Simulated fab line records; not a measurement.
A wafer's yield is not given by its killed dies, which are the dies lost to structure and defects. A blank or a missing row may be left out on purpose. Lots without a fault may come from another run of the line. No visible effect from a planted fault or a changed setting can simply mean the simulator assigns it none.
fab line records	flow nandHarc
record lots=24	wafers=72	lastDay=33
route steps=1302 shown A_CONTACT@1057 A_BLC@1122
lots untouched by any fault: they come from a run of this same line in which no faults occurred
startH: start of the lot's first displayed wafer, in hours after the record's first day	waitH: time in hours since the lot's previous step	" same as the row above	L1.1+2: a single row standing in for several wafers	- value missing, or start not given	* or withheld: withheld	< > ~ a bound
route shown NAME@n: NAME is a module with steps in the file, n the number in the route of the first one	usual: mean/standard deviation of fault-free wafers	same: alike in all rows	chamber/n: place in a boat	sites: the reading at each site	_std_site: standard deviation of those values	_edge_site: the outer-site mean with the inner-site mean subtracted	radiusMm: for every site, how far away it sits from the centre of the wafer	mask NAME#n: copy n	behind: tool/chamber where the wafer was last shaped	hold: reason for holding the lot/hours on hold/outcome of the hold	device: transistor that didn't switch, given as n, p or np	end of line: tests run on the same wafers once the route is complete	where a step has no rows: the recipe by itself	killed: at the first sort, the dies lost to defects and structure; wafer yield is something else	map: a wafer's dies, marking killed ones x, the rest . and places with no die _
set.NAME: setting as actually run; set.NAME@STEP: the setting as run at that earlier step	model.NAME: the simulator's own value behind a step, which no gauge read
a sample of lots followed through the steps of the route, with each step as a table and each wafer as a row
services: the hour from which a tool's chamber was out of use, counted from the record's first day as startH (under 0 if before that day), plus the number of hours and why
## steps
# step NHARC_A_CONTACT_ETCH_91
# recipe targetDepthA=400	overEtchFrac=0.5	timeS=85.7	ionEnergyEv=120	ch3fFlowSccm=50	o2FlowSccm=30	arFlowSccm=200	rfW=500	biasW=100	chemistry=CH3F/O2
# usual drypumpMotorCurrentA=5.6/0.34	oesProductAu=0.94/0.032	rfVppV=244.0/1.6	showerheadPlenumPTorr=2.45/0.096	throttleValvePct=20.662/0.009
lot.wafer	tool	chamber	startH	waitH	drypumpMotorCurrentA	oesProductAu	rfHoursCounterH	rfVppV	showerheadPlenumPTorr	throttleValvePct
L076.4	rieDiel-06	2	515.50	0.5	6.2	1.00	5	243.5	2.46	20.655
L076.2	"	3	"	"	5.3	1.00	6	244.5	2.44	20.659
L076.1	"	0	"	"	5.2	1.01	6	243.3	2.35	20.652
L074.1	rieDiel-04	3	516.44	0.7	5.8	0.92	22	242.9	2.41	20.679
L074.5	"	0	"	"	5.1	0.92	-	242.2	2.38	20.661
L074.6	"	1	"	"	5.6	0.91	-	244.5	2.36	20.661
L075.4	rieDiel-04	3	524.81	0.6	5.8	0.99	23	242.0	2.41	20.660
L075.2	"	0	"	"	5.1	1.01	23	241.6	2.38	20.655
L075.5	"	0	"	"	5.1	1.00	-	242.1	2.38	20.650
L077.3	rieDiel-04	0	530.21	0.5	5.1	0.93	26	244.3	2.38	20.668
L077.4	"	1	"	"	5.6	0.93	24	242.1	2.36	20.658
L077.5	"	3	"	"	5.8	0.93	-	241.3	2.41	20.668
L078.4	rieDiel-01	3	538.85	0.6	6.1	0.93	51	245.5	2.59	20.669
L078.1	"	1	"	"	6.0	0.92	42	244.6	2.47	20.666
L078.3	"	2	"	"	5.5	0.93	54	245.5	2.41	20.673
L079.1	rieDiel-04	3	556.37	0.7	5.8	0.93	4	244.9	2.41	20.650
L079.3	"	0	"	"	5.0	0.92	3	242.8	2.38	20.653
L079.2	"	1	"	"	5.6	0.92	3	241.0	2.36	20.664
L080.2	rieDiel-04	3	562.11	0.6	5.8	1.01	4	243.1	2.41	20.668
L080.3	"	0	"	"	5.1	0.99	4	243.0	2.38	20.661
L080.5	"	0	"	"	5.1	0.99	-	244.2	2.38	20.658
L081.3	rieDiel-04	0	586.57	0.5	5.1	0.93	8	244.5	2.38	20.681
L081.6	"	2	"	"	5.7	0.92	-	245.3	2.57	20.667
L081.5	"	3	"	"	5.8	0.94	-	245.0	2.41	20.671
L082.4	rieDiel-04	0	599.47	0.6	5.1	0.92	10	242.7	2.38	20.665
L082.2	"	1	"	"	5.6	0.92	9	242.9	2.35	20.656
L082.5	"	0	"	"	5.1	0.92	-	242.6	2.38	20.653
L083.2	rieDiel-04	0	601.22	0.6	5.1	0.92	10	241.9	2.38	20.655
L083.3	"	2	"	"	5.7	0.92	6	246.8	2.57	20.676
L083.6	"	0	"	"	5.1	0.91	-	243.2	2.38	20.672
L084.3	rieDiel-04	0	618.16	0.5	5.1	0.91	16	243.2	2.37	20.660
L084.6	"	0	"	"	5.1	0.93	-	243.6	2.37	20.661
L084.5	"	1	"	"	5.6	0.92	-	242.4	2.35	20.656
L086.2	rieDiel-04	3	618.76	0.7	5.8	0.93	15	243.7	2.40	20.657
L086.6	"	1	"	"	5.6	0.93	-	244.1	2.35	20.681
L086.5	"	2	"	"	5.7	0.92	-	247.0	2.57	20.670
L087.3	rieDiel-01	1	625.64	0.5	6.0	0.91	24	243.0	2.45	20.661
L087.6	"	1	"	"	6.0	0.92	-	245.2	2.45	20.651
L087.5	"	2	"	"	5.5	0.91	-	241.5	2.40	20.670
L085.3	rieDiel-06	1	627.04	0.5	5.6	0.91	49	245.7	2.64	20.660
L085.4	"	0	"	"	5.3	0.94	53	242.8	2.34	20.655
L085.5	"	1	"	"	5.6	0.91	-	246.1	2.64	20.660
L088.3	rieDiel-04	0	647.90	0.5	5.1	0.93	20	242.7	2.37	20.649
L088.1	"	1	"	"	5.6	0.93	18	243.6	2.35	20.652
L088.6	"	3	"	"	5.8	0.93	-	244.1	2.40	20.651
L089.1	rieDiel-04	1	653.14	0.7	5.6	0.93	19	241.8	2.35	20.674
L089.4	"	3	"	"	5.8	0.93	20	244.4	2.40	20.665
L089.5	"	1	"	"	5.6	0.94	-	242.6	2.35	20.654
L090.3	rieDiel-01	3	657.73	0.6	6.1	0.92	30	245.9	2.58	20.656
L090.2	"	1	"	"	6.0	0.91	35	242.9	2.45	20.659
L090.6	"	0	"	"	5.4	0.93	-	244.6	2.60	20.664
L091.3	rieDiel-04	1	682.02	0.6	5.7	0.94	23	243.1	2.35	20.672
L091.5	"	1	"	"	5.7	0.95	-	242.4	2.35	20.654
L091.4	"	2	"	"	5.7	0.94	-	245.5	2.57	20.674
L092.1	rieDiel-01	3	686.63	0.7	6.1	0.99	39	246.8	2.57	20.657
L092.2	"	0	"	"	5.4	0.98	42	245.6	2.59	20.659
L092.5	"	2	"	"	5.5	0.98	-	243.7	2.39	20.659
L093.1	rieDiel-01	2	693.36	0.6	5.5	0.92	45	245.4	2.39	20.674
L093.6	"	2	"	"	5.5	0.93	-	242.6	2.39	20.684
L093.5	"	3	"	"	6.1	0.93	-	245.1	2.57	20.663
L094.2	rieDiel-04	2	702.16	0.7	5.7	0.92	23	245.4	2.57	20.672
L094.1	"	3	"	"	5.8	0.93	29	241.9	2.40	20.660
L094.5	"	0	"	"	5.1	0.93	-	242.6	2.37	20.641
L096.3	rieDiel-06	1	714.49	0.6	5.6	1.01	15	245.2	2.63	20.657
L096.4	"	3	"	"	5.3	0.99	13	241.8	2.41	20.660
L096.2	"	0	"	"	5.3	1.00	13	242.4	2.33	20.661
L095.2	rieDiel-06	1	717.75	0.9	5.6	1.00	16	248.0	2.63	20.676
L095.4	"	2	"	"	6.2	0.99	15	243.3	2.43	20.656
L095.5	"	3	"	"	5.3	0.99	-	245.9	2.41	20.664
L097.3	rieDiel-01	1	731.83	0.6	6.0	0.91	57	243.9	2.44	20.678
L097.2	"	2	"	"	5.5	0.91	55	241.9	2.39	20.658
L097.6	"	3	"	"	6.1	0.92	-	247.5	2.57	20.654
# step NHARC_A_CONTACT_STRIP_82
# recipe o2FlowSccm=500	arFlowSccm=0	biasW=0	chemistry=O2
# usual drypumpMotorCurrentA=5.6/0.35	oesProductAu=0.996/0.0098	rfVppV=57.8/0.99	showerheadPlenumPTorr=3.52/0.14	throttleValvePct=17.036/0.0094
lot.wafer	tool	chamber	startH	waitH	drypumpMotorCurrentA	oesProductAu	rfHoursCounterH	rfVppV	showerheadPlenumPTorr	throttleValvePct
L076.2	rieDiel-06	0	-	-	5.3	1.012	7	58.3	3.38	17.033
L076.4	"	1	"	"	5.6	1.004	6	59.4	3.80	17.037
L076.1	"	2	"	"	6.3	0.991	5	57.5	3.53	17.012
L074.1	rieDiel-06	3	-	-	5.3	0.997	6	57.1	3.50	17.040
L074.5	"	2	"	"	6.2	1.001	-	57.9	3.53	17.031
L074.6	"	3	"	"	5.3	0.992	-	59.3	3.50	17.028
L075.4	rieDiel-01	0	-	-	5.4	1.012	49	59.4	3.75	17.026
L075.2	"	2	"	"	5.5	0.995	50	56.2	3.47	17.039
L075.5	"	1	"	"	6.0	0.999	-	58.8	3.54	17.035
L077.4	rieDiel-04	1	-	-	5.7	0.992	24	56.6	3.39	17.042
L077.3	"	2	"	"	5.7	0.998	24	57.2	3.69	17.026
L077.5	"	0	"	"	5.1	1.001	-	57.2	3.42	17.036
L078.1	rieDiel-01	0	-	-	5.4	0.989	52	59.7	3.75	17.024
L078.4	"	2	"	"	5.5	0.997	54	58.2	3.47	17.029
L078.3	"	3	"	"	6.1	0.991	51	56.8	3.71	17.036
L079.3	rieDiel-04	3	-	-	5.8	0.993	4	57.3	3.46	17.030
L079.1	"	0	"	"	5.1	0.989	4	57.7	3.42	17.034
L079.2	"	1	"	"	5.6	1.003	4	57.3	3.38	17.051
L080.3	rieDiel-06	2	-	-	6.2	0.987	24	57.1	3.52	17.039
L080.2	"	3	"	"	5.3	0.983	25	56.7	3.49	17.025
L080.5	"	2	"	"	6.2	0.980	-	57.0	3.52	17.045
L081.3	rieDiel-04	3	-	-	5.8	1.006	8	57.0	3.45	17.032
L081.5	"	3	"	"	5.8	1.002	-	58.4	3.45	17.050
L081.6	"	0	"	"	5.1	0.995	-	57.3	3.41	17.028
L082.4	rieDiel-04	3	-	-	5.8	1.010	10	57.2	3.45	17.056
L082.2	"	0	"	"	5.1	0.989	10	58.3	3.41	17.039
L082.5	"	1	"	"	5.6	0.991	-	57.6	3.38	17.049
L083.3	rieDiel-06	2	-	-	6.3	0.994	35	58.6	3.51	17.055
L083.2	"	3	"	"	5.3	0.996	37	58.0	3.48	17.047
L083.6	"	1	"	"	5.6	0.988	-	58.3	3.79	17.039
L084.3	rieDiel-06	1	-	-	5.6	0.975	45	59.8	3.78	17.039
L084.5	"	2	"	"	6.3	0.995	-	57.0	3.51	17.031
L084.6	"	3	"	"	5.3	0.992	-	57.7	3.48	17.038
L086.2	rieDiel-04	1	-	-	5.6	1.002	14	56.6	3.38	17.027
L086.5	"	0	"	"	5.1	0.996	-	57.5	3.41	17.041
L086.6	"	1	"	"	5.7	1.007	-	57.1	3.38	17.030
L087.3	rieDiel-04	1	-	-	5.6	0.994	16	56.4	3.38	17.026
L087.6	"	0	"	"	5.1	0.992	-	56.6	3.41	17.027
L087.5	"	1	"	"	5.6	1.006	-	59.5	3.38	17.052
L085.4	rieDiel-04	1	-	-	5.6	1.014	16	57.5	3.38	17.048
L085.3	"	2	"	"	5.7	0.990	12	58.7	3.68	17.016
L085.5	"	0	"	"	5.1	1.006	-	56.6	3.41	17.040
L088.3	rieDiel-06	3	-	-	5.3	1.002	57	56.1	3.47	17.048
L088.1	"	0	"	"	5.3	1.004	59	58.1	3.35	17.039
L088.6	"	2	"	"	6.2	0.991	-	57.1	3.50	17.035
L089.1	rieDiel-04	2	-	-	5.7	0.996	15	58.1	3.68	17.017
L089.4	"	3	"	"	5.8	1.003	20	57.0	3.45	17.030
L089.5	"	1	"	"	5.6	1.007	-	58.2	3.38	17.033
L090.2	rieDiel-04	0	-	-	5.1	1.009	22	58.3	3.41	17.027
L090.3	"	2	"	"	5.7	0.982	16	57.4	3.68	17.025
L090.6	"	1	"	"	5.6	1.007	-	57.3	3.38	17.049
L091.4	rieDiel-06	2	-	-	6.2	1.007	5	57.2	3.50	17.038
L091.3	"	0	"	"	5.3	1.002	4	57.4	3.35	17.030
L091.5	"	1	"	"	5.6	0.994	-	58.7	3.77	17.059
L092.2	rieDiel-01	1	-	-	6.0	0.992	47	57.3	3.51	17.031
L092.1	"	2	"	"	5.5	0.981	45	57.7	3.44	17.045
L092.5	"	3	"	"	6.1	1.005	-	56.6	3.69	17.031
L093.1	rieDiel-04	3	-	-	5.8	1.002	27	57.1	3.44	17.027
L093.6	"	2	"	"	5.8	0.999	-	57.1	3.68	17.037
L093.5	"	3	"	"	5.8	1.002	-	57.2	3.44	17.055
L094.1	rieDiel-01	2	-	-	5.5	0.984	47	56.7	3.44	17.038
L094.2	"	3	"	"	6.1	0.988	41	58.6	3.69	17.038
L094.5	"	0	"	"	5.4	0.988	-	60.0	3.72	17.031
L096.4	rieDiel-01	1	-	-	6.0	0.968	52	57.2	3.51	17.042
L096.3	"	3	"	"	6.1	0.995	45	57.3	3.68	17.046
L096.2	"	0	"	"	5.4	0.988	48	58.7	3.71	17.032
L095.2	rieDiel-04	1	-	-	5.6	0.985	0	58.2	3.37	17.024
L095.4	"	2	"	"	5.7	0.994	0	57.7	3.68	17.024
L095.5	"	1	"	"	5.6	0.981	-	57.4	3.37	17.037
L097.2	rieDiel-01	1	-	-	6.0	0.974	57	59.0	3.50	17.046
L097.3	"	2	"	"	5.5	0.994	55	56.9	3.43	17.031
L097.6	"	0	"	"	5.4	0.993	-	59.5	3.71	17.043
# step NHARC_A_CONTACT_DEP_84
# recipe targetThkA=28000	tempC=400	material=aC
# usual susceptorTempC=399.97/0.24	throttleValvePct=35.000/0.01
lot.wafer	tool	chamber	startH	waitH	susceptorTempC	throttleValvePct
L076.1	aclDep-02	0	516.70	-	399.79	35.012
L076.2	"	0	"	"	399.78	35.009
L076.4	"	0	"	"	399.92	35.006
L074.1	aclDep-01	0	517.59	-	-	35.004
L074.5	"	0	518.73	-	-	35.000
L074.6	"	0	"	"	-	35.016
L075.2	aclDep-01	0	529.52	-	400.37	35.010
L075.4	"	0	"	"	400.04	34.985
L075.5	"	0	"	"	399.99	35.014
L077.3	aclDep-01	0	531.93	-	-	35.015
L077.4	"	0	"	"	-	34.990
L077.5	"	0	"	"	-	35.007
L078.1	aclDep-01	0	540.48	-	-	35.004
L078.3	"	0	"	"	-	34.987
L078.4	"	0	"	"	-	34.981
L079.1	aclDep-03	0	563.02	-	400.31	34.987
L079.2	"	0	"	"	399.84	35.017
L079.3	"	0	"	"	399.97	34.997
L080.2	aclDep-03	0	570.67	-	399.89	35.005
L080.3	"	0	"	"	399.62	35.005
L080.5	"	0	"	"	399.44	34.990
L081.3	aclDep-01	0	588.31	-	-	35.006
L081.5	"	0	"	"	-	34.998
L081.6	"	0	"	"	-	34.984
L082.2	aclDep-01	0	600.91	-	400.21	34.998
L082.4	"	0	"	"	400.31	34.995
L082.5	"	0	"	"	400.17	34.978
L083.2	aclDep-01	0	602.94	-	-	35.016
L083.3	"	0	"	"	-	34.985
L083.6	"	0	"	"	-	35.016
L086.2	aclDep-02	0	622.57	-	400.14	35.011
L086.5	"	0	"	"	400.05	35.012
L086.6	"	0	"	"	400.02	35.001
L084.3	aclDep-01	0	622.71	-	-	35.001
L084.5	"	0	"	"	-	35.010
L084.6	"	0	"	"	-	35.004
L087.3	aclDep-02	0	627.48	-	400.40	34.988
L087.5	"	0	"	"	400.37	34.985
L087.6	"	0	"	"	400.26	34.995
L085.3	aclDep-02	0	629.21	-	400.24	34.993
L085.4	"	0	"	"	399.87	34.987
L085.5	"	0	"	"	399.40	35.004
L088.1	aclDep-03	0	649.14	-	400.01	34.995
L088.3	"	0	"	"	400.20	35.003
L088.6	"	0	"	"	399.56	34.994
L089.1	aclDep-02	0	654.30	-	399.98	34.983
L089.4	"	0	"	"	399.79	35.002
L089.5	"	0	"	"	399.76	34.999
L090.2	aclDep-03	0	660.89	-	-	34.988
L090.3	"	0	"	"	-	35.014
L090.6	"	0	"	"	-	34.995
L091.3	aclDep-02	0	684.26	-	-	34.984
L091.4	"	0	"	"	-	34.992
L091.5	"	0	"	"	-	35.029
L092.1	aclDep-03	0	688.89	-	-	34.997
L092.2	"	0	"	"	-	34.992
L092.5	"	0	"	"	-	35.011
L093.1	aclDep-03	0	696.31	-	400.19	35.005
L093.5	"	0	697.47	-	399.84	34.990
L093.6	"	0	"	"	399.86	35.002
L094.1	aclDep-03	0	703.44	-	400.07	35.012
L094.2	"	0	"	"	400.27	35.000
L094.5	"	0	"	"	399.98	35.022
L096.2	aclDep-02	0	715.95	-	400.13	34.997
L096.3	"	0	"	"	400.03	34.993
L096.4	"	0	"	"	400.07	34.980
L095.2	aclDep-01	0	719.21	-	-	35.001
L095.4	"	0	"	"	-	35.003
L095.5	"	0	"	"	-	35.000
L097.2	aclDep-01	0	733.46	-	399.99	35.019
L097.3	"	0	"	"	399.92	34.998
L097.6	"	0	"	"	399.77	34.991
# step NHARC_A_CONTACT_DEP_85
# recipe targetThkA=600	targetThkNm=60	tempC=400	pressureTorr=3.5	flowSccm=200	rfW=350	material=SiON
# usual heaterPowerW=742/120	susceptorTempC=399.98/0.21
lot.wafer	tool	chamber	startH	waitH	heaterPowerW	susceptorTempC
L076.1	pecvd-02	2	518.44	1.5	902	399.71
L076.2	"	0	"	"	819	399.62
L076.4	"	1	"	"	757	400.16
L074.1	pecvd-01	2	519.42	1.5	513	400.18
L074.6	"	0	"	"	727	399.85
L074.5	"	2	"	"	519	399.99
L075.2	pecvd-01	1	531.00	1.2	748	400.03
L075.5	"	1	"	"	764	400.25
L075.4	"	2	"	"	557	400.22
L077.3	pecvd-01	2	533.14	0.9	553	399.94
L077.5	"	0	"	"	765	399.82
L077.4	"	1	"	"	813	400.06
L078.3	pecvd-03	2	542.21	0.9	795	400.06
L078.1	"	0	"	"	939	400.07
L078.4	"	0	"	"	931	399.88
L079.2	pecvd-01	1	564.80	1.2	779	399.95
L079.3	"	2	"	"	476	399.98
L079.1	"	0	"	"	767	400.41
L080.2	pecvd-01	1	572.12	1.2	727	399.94
L080.3	"	2	"	"	567	400.33
L080.5	"	2	"	"	580	400.14
L081.3	pecvd-03	1	589.48	0.9	721	400.28
L081.6	"	1	"	"	583	400.25
L081.5	"	0	"	"	1029	400.08
L082.2	pecvd-01	0	602.59	1.4	795	399.80
L082.5	"	0	"	"	807	400.20
L082.4	"	1	"	"	653	399.79
L083.2	pecvd-03	1	604.39	1.2	692	400.25
L083.3	"	0	"	"	907	399.91
L083.6	"	2	"	"	772	400.04
L084.3	pecvd-02	1	623.93	0.9	789	399.91
L084.5	"	2	"	"	822	399.67
L084.6	"	1	"	"	804	399.81
L086.2	pecvd-01	1	624.08	1.2	713	399.66
L086.6	"	0	"	"	824	400.19
L086.5	"	2	"	"	575	399.54
L087.3	pecvd-02	0	628.95	1.2	888	400.22
L087.6	"	1	"	"	693	399.76
L087.5	"	2	"	"	836	400.14
L085.3	pecvd-01	0	630.39	0.9	843	400.20
L085.5	"	0	"	"	852	400.26
L085.4	"	1	"	"	729	399.89
L088.3	pecvd-01	0	650.91	0.9	818	399.88
L088.1	"	1	"	"	783	400.07
L088.6	"	2	"	"	562	399.61
L089.1	pecvd-02	0	656.07	1.5	783	400.18
L089.4	"	2	"	"	817	400.11
L089.5	"	0	"	"	787	400.21
L090.2	pecvd-03	2	662.35	1.2	718	399.64
L090.3	"	0	"	"	957	399.60
L090.6	"	0	"	"	963	399.86
L091.3	pecvd-02	0	685.49	0.9	902	400.19
L091.4	"	2	"	"	821	400.12
L091.5	"	0	"	"	891	399.96
L092.2	pecvd-02	1	690.62	1.2	828	400.07
L092.1	"	2	"	"	731	399.91
L092.5	"	0	"	"	860	400.01
L093.1	pecvd-03	0	698.11	1.5	967	399.70
L093.5	"	2	"	"	717	399.88
L093.6	"	1	"	"	638	400.00
L094.2	pecvd-01	0	705.19	1.2	724	399.74
L094.1	"	2	"	"	538	400.03
L094.5	"	2	"	"	544	400.01
L096.3	pecvd-03	2	717.45	0.9	744	400.11
L096.2	"	0	"	"	913	399.97
L096.4	"	1	"	"	661	399.89
L095.2	pecvd-01	2	720.71	1.2	575	399.83
L095.5	"	0	"	"	705	399.94
L095.4	"	1	"	"	663	400.01
L097.2	pecvd-01	0	734.95	1.2	811	400.24
L097.3	"	1	"	"	694	400.01
L097.6	"	2	"	"	549	399.57
# step NHARC_A_BLC_ETCH_17
# recipe targetDepthA=3900	overEtchFrac=0.25	timeS=609.38	ionEnergyEv=200	n2FlowSccm=150	h2FlowSccm=150	arFlowSccm=0	rfW=400	biasW=150	chemistry=N2/H2
# usual drypumpMotorCurrentA=5.4/0.52	oesProductAu=0.999/0.012	rfVppV=432/3.1	showerheadPlenumPTorr=2.07/0.11	throttleValvePct=14.171/0.0097
lot.wafer	tool	chamber	startH	waitH	drypumpMotorCurrentA	oesProductAu	rfHoursCounterH	rfVppV	showerheadPlenumPTorr	throttleValvePct
L076.4	rieDiel-08	3	-	-	5.8	1.015	7	432	2.11	14.156
L076.1	"	1	"	"	4.9	0.983	8	435	2.20	14.175
L076.2	"	2	"	"	5.0	0.992	8	431	2.07	14.168
L074.1	rieDiel-11	2	-	-	6.3	0.985	5	433	2.13	14.163
L074.5	"	2	"	"	6.3	0.990	-	432	2.13	14.150
L074.6	"	3	"	"	6.2	1.003	-	432	2.13	14.153
L075.4	rieDiel-11	3	-	-	6.2	0.998	8	433	2.13	14.170
L075.2	"	1	"	"	5.0	0.982	7	434	2.19	14.172
L075.5	"	0	"	"	5.4	1.007	-	425	1.88	14.163
L077.3	rieDiel-11	1	-	-	5.0	0.999	8	435	2.19	14.174
L077.4	"	3	"	"	6.2	1.003	8	435	2.13	14.177
L077.5	"	2	"	"	6.3	0.998	-	435	2.13	14.173
L078.1	rieDiel-11	0	-	-	5.4	1.014	9	426	1.88	14.171
L078.3	"	1	"	"	5.0	0.984	9	435	2.19	14.179
L078.4	"	3	"	"	6.2	0.976	10	433	2.13	14.165
L079.3	rieDiel-08	3	-	-	5.7	1.016	2	433	2.11	14.174
L079.1	"	0	"	"	4.8	1.021	1	427	1.90	14.181
L079.2	"	1	"	"	4.9	0.988	1	434	2.20	14.154
L080.3	rieDiel-13	2	-	-	5.5	1.001	19	430	2.04	14.175
L080.2	"	0	"	"	5.3	0.987	20	432	2.06	14.170
L080.5	"	3	"	"	5.9	1.030	-	432	2.04	14.183
L081.3	rieDiel-08	1	-	-	4.9	0.982	3	435	2.20	14.177
L081.6	"	3	"	"	5.8	1.005	-	433	2.11	14.171
L081.5	"	0	"	"	4.8	1.011	-	425	1.90	14.175
L082.4	rieDiel-08	2	-	-	5.0	0.984	4	433	2.07	14.160
L082.2	"	3	"	"	5.8	1.011	4	431	2.11	14.160
L082.5	"	3	"	"	5.7	1.018	-	433	2.11	14.165
L083.2	rieDiel-08	2	-	-	5.0	0.995	5	431	2.07	14.181
L083.3	"	3	"	"	5.7	0.999	5	433	2.11	14.172
L083.6	"	1	"	"	4.9	0.987	-	436	2.20	14.177
L086.2	rieDiel-08	3	-	-	5.7	1.015	6	432	2.11	14.176
L086.6	"	2	"	"	5.0	0.983	-	431	2.07	14.167
L086.5	"	3	"	"	5.8	1.009	-	432	2.11	14.183
L084.3	rieDiel-11	2	-	-	6.3	1.007	1	433	2.12	14.153
L084.6	"	3	"	"	6.2	0.999	-	433	2.13	14.178
L084.5	"	0	"	"	5.4	0.991	-	426	1.88	14.168
L087.3	rieDiel-08	2	-	-	5.0	0.991	6	431	2.07	14.166
L087.5	"	0	"	"	4.8	1.014	-	427	1.90	14.185
L087.6	"	1	"	"	4.9	0.992	-	436	2.20	14.177
L085.4	rieDiel-08	2	-	-	5.0	0.994	6	432	2.07	14.175
L085.3	"	0	"	"	4.8	1.018	6	427	1.90	14.172
L085.5	"	2	"	"	5.0	0.992	-	431	2.07	14.161
L088.3	rieDiel-08	0	-	-	4.9	1.020	7	427	1.90	14.176
L088.1	"	3	"	"	5.7	1.003	8	433	2.11	14.170
L088.6	"	0	"	"	4.9	1.015	-	428	1.90	14.176
L089.1	rieDiel-11	2	-	-	6.3	1.012	4	433	2.12	14.162
L089.5	"	2	"	"	6.3	1.004	-	433	2.12	14.174
L089.4	"	0	"	"	5.4	0.999	-	427	1.88	14.173
L090.3	rieDiel-11	1	-	-	5.0	0.987	5	435	2.18	14.176
L090.2	"	2	"	"	6.3	1.001	5	434	2.12	14.164
L090.6	"	1	"	"	5.0	0.982	-	433	2.18	14.160
L091.3	rieDiel-08	3	-	-	5.7	0.995	10	432	2.11	14.182
L091.4	"	0	"	"	4.8	1.011	9	427	1.90	14.170
L091.5	"	1	"	"	4.9	0.994	-	435	2.19	14.191
L092.1	rieDiel-11	0	-	-	5.4	0.991	9	427	1.88	14.132
L092.2	"	1	"	"	5.0	0.989	8	433	2.18	14.175
L092.5	"	0	"	"	5.4	0.993	-	426	1.88	14.171
L093.1	rieDiel-08	0	-	-	4.8	1.014	10	428	1.90	14.168
L093.5	"	3	"	"	5.7	1.007	-	432	2.11	14.173
L093.6	"	0	"	"	4.8	1.013	-	427	1.90	14.186
L094.1	rieDiel-08	1	-	-	4.9	0.985	11	434	2.19	14.166
L094.2	"	3	"	"	5.8	1.002	11	433	2.11	14.173
L094.5	"	2	"	"	5.0	0.991	-	431	2.07	14.165
L096.2	rieDiel-11	2	725.15	0.1	6.3	1.008	11	432	2.12	14.163
L096.3	"	2	"	"	6.3	1.008	-	433	2.12	14.184
L096.4	"	1	"	"	5.0	0.991	-	434	2.18	14.172
L095.2	rieDiel-13	0	-	-	5.3	1.019	3	431	2.05	14.156
L095.4	"	1	"	"	5.9	1.002	7	435	2.14	14.184
L095.5	"	2	"	"	5.5	1.014	-	429	2.02	14.174
L097.3	rieDiel-11	0	-	-	5.4	0.997	11	425	1.88	14.167
L097.2	"	2	"	"	6.3	0.994	14	434	2.12	14.177
L097.6	"	2	"	"	6.3	1.008	-	434	2.12	14.176
# step NHARC_A_BLC_CD_MEAS_19
# usual cdNm=100.5/2.4
lot.wafer	tool	chamber	startH	waitH	cdNm
L076.1	cdSem-03	-	526.47	-	99.7
L076.2	"	-	"	"	96.7
L076.4	"	-	"	"	102.2
L074.1	cdSem-02	-	527.59	-	103.6
L074.5	"	-	"	"	102.3
L074.6	"	-	"	"	100.3
L075.2	cdSem-02	-	540.43	-	98.6
L075.4	"	-	"	"	101.2
L075.5	"	-	"	"	100.9
L077.3	cdSem-03	-	541.80	-	96.7
L077.4	"	-	"	"	96.3
L077.5	"	-	"	"	98.7
L078.1	cdSem-03	-	550.58	-	101.1
L078.3	"	-	"	"	99.1
L078.4	"	-	"	"	102.7
L079.1	cdSem-01	-	574.66	-	100.2
L079.2	"	-	"	"	97.8
L079.3	"	-	"	"	97.7
L080.2	cdSem-01	-	580.58	-	99.0
L080.3	"	-	"	"	97.4
L080.5	"	-	"	"	97.0
L081.3	cdSem-03	-	598.17	-	96.1
L081.5	"	-	"	"	102.5
L081.6	"	-	"	"	99.8
L082.2	cdSem-03	-	611.31	-	100.0
L082.4	"	-	"	"	98.7
L082.5	"	-	"	"	97.3
L083.2	cdSem-03	-	615.92	-	100.7
L083.3	"	-	"	"	102.5
L083.6	"	-	"	"	101.4
L086.2	cdSem-01	-	632.60	-	98.9
L086.5	"	-	"	"	99.2
L086.6	"	-	"	"	98.2
L084.3	cdSem-02	-	633.32	-	101.7
L084.5	"	-	"	"	100.9
L084.6	"	-	"	"	101.8
L087.3	cdSem-02	-	636.97	-	101.2
L087.5	"	-	"	"	102.3
L087.6	"	-	"	"	99.2
L085.3	cdSem-02	-	638.41	-	100.9
L085.4	"	-	"	"	100.4
L085.5	"	-	"	"	100.7
L088.1	cdSem-01	-	659.65	-	98.9
L088.3	"	-	"	"	102.7
L088.6	"	-	"	"	102.1
L089.1	cdSem-01	-	664.42	-	103.1
L089.4	"	-	"	"	103.0
L089.5	"	-	"	"	104.7
L090.2	cdSem-03	-	672.64	-	103.1
L090.3	"	-	"	"	102.5
L090.6	"	-	"	"	102.8
L091.3	cdSem-03	-	694.30	-	100.1
L091.4	"	-	"	"	105.9
L091.5	"	-	"	"	100.8
L092.1	cdSem-01	-	698.89	-	102.7
L092.2	"	-	"	"	101.3
L092.5	"	-	"	"	103.5
L093.1	cdSem-02	-	706.33	-	101.5
L093.5	"	-	"	"	98.3
L093.6	"	-	"	"	103.8
L094.1	cdSem-01	-	713.44	-	101.6
L094.2	"	-	"	"	97.6
L094.5	"	-	"	"	102.8
L096.2	cdSem-02	-	726.41	0.4	101.5
L096.3	"	-	"	"	101.0
L096.4	"	-	"	"	104.2
L095.2	cdSem-02	-	728.92	-	96.2
L095.4	"	-	"	"	99.8
L095.5	"	-	"	"	97.8
L097.2	cdSem-01	-	747.53	-	100.2
L097.3	"	-	"	"	100.7
L097.6	"	-	"	"	101.0
## services
tool	chamber	startH	hours	kind
pecvd-01	-	492.45	13.0	pm
rieDiel-11	0	521.21	12.1	repair
rieDiel-04	-	531.96	9.0	pm
rieDiel-08	-	544.80	9.0	pm
rieDiel-04	2	553.89	3.6	repair
rieDiel-04	2	557.75	13.7	repair
rieDiel-01	-	557.82	9.0	pm
rieDiel-04	1	565.42	2.6	repair
rieDiel-06	-	588.48	2.4	repair
rieDiel-04	1	591.59	3.2	repair
rieDiel-08	-	627.54	1.7	repair
rieDiel-08	1	630.71	1.6	repair
rieDiel-01	0	636.26	1.2	repair
rieDiel-06	1	641.37	7.3	repair
pecvd-01	2	653.45	14.0	repair
rieDiel-06	-	661.70	9.0	pm
rieDiel-01	3	664.64	4.5	repair
rieDiel-08	2	667.53	13.4	repair
pecvd-01	-	673.45	13.0	pm
rieDiel-04	-	708.96	9.0	pm
rieDiel-08	-	721.80	9.0	pm
rieDiel-04	1	733.64	12.1	repair
rieDiel-01	-	736.74	9.0	pm
rieDiel-04	3	740.89	2.5	repair
## key
fault none
